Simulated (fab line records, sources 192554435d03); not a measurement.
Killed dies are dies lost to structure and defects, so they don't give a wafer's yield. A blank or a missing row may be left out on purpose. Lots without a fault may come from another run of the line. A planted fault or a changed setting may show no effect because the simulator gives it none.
Split-lot experiment | flow n5_finfet | 7 lots, 39 wafers read, on a route of 1938 steps

THE SPLIT
At N5_BEOL_M15_ETCH_61 (etches BARC in N2/H2, target depth 89 nm, overetch 26.7 nm, time 67.9 s), the setting time_s was moved away from the recipe's 67.9 s on 12 of the 39 wafers read, by -57.0% to +39.8%. The other wafers ran this setting at the recipe's value.

The file shows no step between the split and the reading.

THE READING
coat_of_BEOL_M15_COAT_22.thk_nm (the simulator's own value, which no gauge read), in nm, at N5_BEOL_M15_TRENCH_ETCH_34 (etches SiO2 in C4F8/O2/Ar, target depth 872.93 nm, time 199 s). The file gives no usual value for it. The 27 wafers here that ran the recipe average 544.5 nm, standard deviation 5.4 nm.

wafer  | tool, chamber at the split | time_s as run, s | against the recipe | coat_of_BEOL_M15_COAT_22.thk_nm, nm | against lot-mates on the recipe
L076.1 | rie_diel-05, 1             | 31.7             | -53.3%             | 579                                 | +35.9
L076.2 | rie_diel-05, 3             | 31.7             | -53.3%             | 586.2                               | +43.1
L076.3 | rie_diel-05, 2             | 31.7             | -53.3%             | 577.8                               | +34.7
L076.4 | rie_diel-05, 0             | 67.9             | recipe             | 542.4                               | -
L076.5 | rie_diel-05, 2             | 67.9             | recipe             | 546.2                               | -
L076.6 | rie_diel-05, 1             | 67.9             | recipe             | 540.8                               | -
L077.1 | rie_diel-05, 0             | 67.9             | recipe             | 542                                 | -
L077.2 | rie_diel-05, 2             | 67.9             | recipe             | 544.4                               | -
L077.3 | rie_diel-05, 3             | 67.9             | recipe             | 548.4                               | -
L077.4 | rie_diel-05, 1             | 94.9             | +39.8%             | 518                                 | -26.9
L077.5 | rie_diel-05, 2             | 94.9             | +39.8%             | 520                                 | -24.9
L077.6 | rie_diel-05, 1             | 94.9             | +39.8%             | 516                                 | -28.9
L075.1 | rie_diel-02, 1             | 67.9             | recipe             | 546.4                               | -
L075.2 | rie_diel-02, 2             | 67.9             | recipe             | 545.2                               | -
L075.3 | rie_diel-02, 0             | 67.9             | recipe             | 528.6                               | -
L075.4 | rie_diel-02, 3             | 67.9             | recipe             | 550.6                               | -
L075.5 | rie_diel-02, 3             | 67.9             | recipe             | 549.2                               | -
L075.6 | rie_diel-02, 2             | 67.9             | recipe             | 548                                 | -
L078.1 | rie_diel-04, 3             | 67.9             | recipe             | 547.2                               | -
L078.2 | rie_diel-04, 0             | 89.36            | +31.6%             | 523.8                               | -23.0
L078.3 | rie_diel-04, 0             | 89.36            | +31.6%             | 527.4                               | -19.4
L078.4 | rie_diel-04, 3             | 67.9             | recipe             | 545.4                               | -
L078.5 | rie_diel-04, 0             | 89.36            | +31.6%             | 526.6                               | -20.2
L078.6 | rie_diel-04, 3             | 67.9             | recipe             | 547.8                               | -
L081.1 | rie_diel-02, 3             | 67.9             | recipe             | 548.6                               | -
L081.2 | rie_diel-02, 2             | 29.21            | -57.0%             | 579.6                               | +39.0
L081.3 | rie_diel-02, 0             | 67.9             | recipe             | 528.6                               | -
L081.4 | rie_diel-02, 1             | 29.21            | -57.0%             | 582.4                               | +41.8
L081.5 | rie_diel-02, 1             | 67.9             | recipe             | 544.6                               | -
L081.6 | rie_diel-02, 0             | 29.21            | -57.0%             | 570                                 | +29.4
L083.1 | rie_diel-04, 2             | 67.9             | recipe             | 536.4                               | -
L083.2 | rie_diel-04, 0             | 67.9             | recipe             | 548                                 | -
L083.3 | rie_diel-04, 1             | 67.9             | recipe             | 546.6                               | -
L083.4 | rie_diel-04, 3             | 67.9             | recipe             | 549                                 | -
L083.5 | rie_diel-04, 0             | 67.9             | recipe             | 548.2                               | -
L083.6 | rie_diel-04, 3             | 67.9             | recipe             | 547.4                               | -
L094.2 | rie_diel-04, 0             | 67.9             | recipe             | 547.2                               | -
L094.3 | rie_diel-04, 3             | 67.9             | recipe             | 543.2                               | -
L094.4 | rie_diel-04, 1             | 67.9             | recipe             | 542.4                               | -

THE FIT
A straight line over all 39 wafers: coat_of_BEOL_M15_COAT_22.thk_nm changes by -0.629 nm for each +1% of time_s; r = -0.95; the points scatter about the line by 5.2 nm.
The same after taking each lot's own level away (the mean of its wafers on the recipe; 39 wafers): -0.674 nm for each +1%; r = -0.96; scatter 4.9 nm.
On that fit, the largest move of time_s shifts the reading by 38 nm.
The lots' own levels span 540.60 to 546.80 nm, that is 1.1 times the standard deviation above.
So the lot-to-lot level changes the slope little: the two slopes agree.
Check: with one of the wafers moved furthest among these (-57.0%) left out of the fit, the line predicts +38.3 nm for it against its lot-mates. It came out at +39 nm against them.

OTHER SPLITS ON THESE WAFERS
These wafers also went through other splits before the reading. Each is held against what the fit with the lots' levels taken away leaves over:
other split on the same wafers     | wafers away from the commonest value | r with coat_of_BEOL_M15_COAT_22.thk_nm (lot level and that fit taken away)
N5_BEOL_M11_PECVD_70 time_s        | 12                                   | +0.17
N5_BEOL_M12_ETCH_59 target_depth_a | 9                                    | +0.18

THE WHOLE CHAIN: every reading that the file lists as answering this split, in the file's order
step                       | what it does                                                            | reading                                                                          | change (the file's fit)                                                              | r (the file's)
N5_BEOL_M15_ETCH_61        | etches BARC in N2/H2, target depth 89 nm, overetch 26.7 nm, time 67.9 s | etch.depth_nm (the simulator's own value, which no gauge read)                   | not straight: 49.73 at the lowest setting, 88.95 at the recipe, 89.45 at the highest | not given
N5_BEOL_M15_ETCH_61        | etches BARC in N2/H2, target depth 89 nm, overetch 26.7 nm, time 67.9 s | coat_of_BEOL_M15_COAT_22.thk_nm (the simulator's own value, which no gauge read) | -0.658 nm for each +1% of the setting                                                | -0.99
N5_BEOL_M15_TRENCH_ETCH_34 | etches SiO2 in C4F8/O2/Ar, target depth 872.93 nm, time 199 s           | coat_of_BEOL_M15_COAT_22.thk_nm (the simulator's own value, which no gauge read) | -0.674 nm for each +1% of the setting                                                | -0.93

THE FILE'S OWN FIT
coat_of_BEOL_M15_COAT_22.thk_nm changes by -0.674 nm for each +1% of time_s, r = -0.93.
